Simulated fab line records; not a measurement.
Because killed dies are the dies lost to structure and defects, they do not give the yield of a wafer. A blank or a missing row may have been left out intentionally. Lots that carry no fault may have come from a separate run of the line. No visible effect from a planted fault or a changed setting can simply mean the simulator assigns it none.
Matching of chambers / flow nand harc / NHARC_A_M1_DESCUM_14 on rie diel-10 has 4 sister chambers
The step chemistry O2, time 3 s. 30 wafers are shown with their chamber, then 12 later ones without.

== WAFERS PAIRED WITH THEIR CHAMBERS ==
wafer=L075.2; chamber=0; showerhead plenum p Torr (Torr)=2.05; drypump motor current A (A)=5.6; oes product au (a.u.)=1.014
wafer=L075.3; chamber=1; showerhead plenum p Torr (Torr)=1.87; drypump motor current A (A)=5.5; oes product au (a.u.)=1.009
wafer=L075.6; chamber=1; showerhead plenum p Torr (Torr)=1.87; drypump motor current A (A)=5.5; oes product au (a.u.)=1.026
wafer=L074.4; chamber=0; showerhead plenum p Torr (Torr)=2.05; drypump motor current A (A)=5.6; oes product au (a.u.)=1.022
wafer=L074.5; chamber=0; showerhead plenum p Torr (Torr)=2.05; drypump motor current A (A)=5.6; oes product au (a.u.)=1.029
wafer=L074.6; chamber=3; showerhead plenum p Torr (Torr)=1.80; drypump motor current A (A)=5.0; oes product au (a.u.)=1.013
wafer=L077.2; chamber=3; showerhead plenum p Torr (Torr)=1.79; drypump motor current A (A)=5.0; oes product au (a.u.)=1.011
wafer=L077.4; chamber=0; showerhead plenum p Torr (Torr)=2.05; drypump motor current A (A)=5.6; oes product au (a.u.)=1.017
wafer=L077.5; chamber=1; showerhead plenum p Torr (Torr)=1.87; drypump motor current A (A)=5.5; oes product au (a.u.)=1.013
wafer=L079.1; chamber=0; showerhead plenum p Torr (Torr)=2.05; drypump motor current A (A)=5.6; oes product au (a.u.)=1.006
wafer=L079.2; chamber=1; showerhead plenum p Torr (Torr)=1.87; drypump motor current A (A)=5.5; oes product au (a.u.)=1.008
wafer=L079.3; chamber=2; showerhead plenum p Torr (Torr)=1.84; drypump motor current A (A)=5.3; oes product au (a.u.)=0.999
wafer=L080.1; chamber=1; showerhead plenum p Torr (Torr)=1.87; drypump motor current A (A)=5.5; oes product au (a.u.)=1.013
wafer=L080.3; chamber=3; showerhead plenum p Torr (Torr)=1.79; drypump motor current A (A)=5.0; oes product au (a.u.)=1.002
wafer=L080.4; chamber=2; showerhead plenum p Torr (Torr)=1.84; drypump motor current A (A)=5.3; oes product au (a.u.)=1.005
wafer=L080.2; chamber=0; showerhead plenum p Torr (Torr)=2.05; drypump motor current A (A)=5.6; oes product au (a.u.)=1.015
wafer=L080.5; chamber=2; showerhead plenum p Torr (Torr)=1.84; drypump motor current A (A)=5.3; oes product au (a.u.)=1.001
wafer=L080.6; chamber=1; showerhead plenum p Torr (Torr)=1.87; drypump motor current A (A)=5.5; oes product au (a.u.)=1.020
wafer=L085.1; chamber=3; showerhead plenum p Torr (Torr)=1.79; drypump motor current A (A)=5.0; oes product au (a.u.)=1.004
wafer=L085.3; chamber=1; showerhead plenum p Torr (Torr)=1.87; drypump motor current A (A)=5.5; oes product au (a.u.)=1.011
wafer=L085.4; chamber=2; showerhead plenum p Torr (Torr)=1.83; drypump motor current A (A)=5.3; oes product au (a.u.)=0.997
wafer=L084.2; chamber=1; showerhead plenum p Torr (Torr)=1.87; drypump motor current A (A)=5.5; oes product au (a.u.)=1.005
wafer=L084.3; chamber=3; showerhead plenum p Torr (Torr)=1.79; drypump motor current A (A)=5.0; oes product au (a.u.)=1.013
wafer=L084.6; chamber=1; showerhead plenum p Torr (Torr)=1.87; drypump motor current A (A)=5.6; oes product au (a.u.)=1.017
wafer=L087.4; chamber=3; showerhead plenum p Torr (Torr)=1.79; drypump motor current A (A)=5.0; oes product au (a.u.)=1.010
wafer=L087.5; chamber=2; showerhead plenum p Torr (Torr)=1.84; drypump motor current A (A)=5.3; oes product au (a.u.)=0.998
wafer=L087.6; chamber=3; showerhead plenum p Torr (Torr)=1.79; drypump motor current A (A)=5.0; oes product au (a.u.)=1.017
wafer=L091.1; chamber=3; showerhead plenum p Torr (Torr)=1.79; drypump motor current A (A)=5.0; oes product au (a.u.)=1.001
wafer=L091.2; chamber=1; showerhead plenum p Torr (Torr)=1.87; drypump motor current A (A)=5.6; oes product au (a.u.)=1.021
wafer=L091.6; chamber=2; showerhead plenum p Torr (Torr)=1.83; drypump motor current A (A)=5.3; oes product au (a.u.)=0.993

SIGNATURES (means of the wafers above)
reading=showerhead plenum p Torr; chamber 0=2.0500; chamber 1=1.8700; chamber 2=1.8367; chamber 3=1.7913; scatter within a chamber=0.00291
reading=drypump motor current A; chamber 0=5.600; chamber 1=5.520; chamber 2=5.300; chamber 3=5.000; scatter within a chamber=0.0248
reading=oes product au; chamber 0=1.01717; chamber 1=1.01430; chamber 2=0.99883; chamber 3=1.00887; scatter within a chamber=0.00624
Rule: a wafer lies at a distance from a chamber equal to the root of the sum of squares, over the readings, of (its reading less the chamber's mean, divided by the reading's scatter). If the next closest chamber is less than 2 further off than the closest, the wafer can't be placed; otherwise it belongs to the closest. The scatter is the square root of a quotient: the sum, over the shown wafers, of each reading's squared deviation from its chamber's mean, divided by wafers minus chambers.

== WAFERS MISSING THEIR CHAMBER ==
wafer=L092.3; showerhead plenum p Torr (Torr)=1.79; drypump motor current A (A)=5.0; oes product au (a.u.)=1.000
wafer=L092.4; showerhead plenum p Torr (Torr)=1.83; drypump motor current A (A)=5.3; oes product au (a.u.)=0.996
wafer=L092.5; showerhead plenum p Torr (Torr)=2.05; drypump motor current A (A)=5.6; oes product au (a.u.)=1.020
wafer=L094.1; showerhead plenum p Torr (Torr)=1.87; drypump motor current A (A)=5.6; oes product au (a.u.)=1.004
wafer=L094.2; showerhead plenum p Torr (Torr)=1.83; drypump motor current A (A)=5.3; oes product au (a.u.)=0.997
wafer=L094.6; showerhead plenum p Torr (Torr)=1.83; drypump motor current A (A)=5.3; oes product au (a.u.)=0.987
wafer=L096.1; showerhead plenum p Torr (Torr)=2.05; drypump motor current A (A)=5.6; oes product au (a.u.)=1.013
wafer=L096.3; showerhead plenum p Torr (Torr)=1.83; drypump motor current A (A)=5.3; oes product au (a.u.)=0.984
wafer=L096.6; showerhead plenum p Torr (Torr)=1.83; drypump motor current A (A)=5.3; oes product au (a.u.)=0.985
wafer=L097.3; showerhead plenum p Torr (Torr)=1.83; drypump motor current A (A)=5.3; oes product au (a.u.)=0.988
wafer=L097.4; showerhead plenum p Torr (Torr)=1.87; drypump motor current A (A)=5.5; oes product au (a.u.)=1.018
wafer=L097.6; showerhead plenum p Torr (Torr)=2.05; drypump motor current A (A)=5.6; oes product au (a.u.)=1.013

== EACH ONE'S CHAMBER ==
wafer=L092.3; from the rows above=3; in truth=3
wafer=L092.4; from the rows above=2; in truth=2
wafer=L092.5; from the rows above=0; in truth=0
wafer=L094.1; from the rows above=1; in truth=1
wafer=L094.2; from the rows above=2; in truth=2
wafer=L094.6; from the rows above=2; in truth=2
wafer=L096.1; from the rows above=0; in truth=0
wafer=L096.3; from the rows above=2; in truth=2
wafer=L096.6; from the rows above=2; in truth=2
wafer=L097.3; from the rows above=2; in truth=2
wafer=L097.4; from the rows above=1; in truth=1
wafer=L097.6; from the rows above=0; in truth=0
Correct placement for 12 of the 12. Left unplaced by these rows: 0. Wrongly placed: 0.
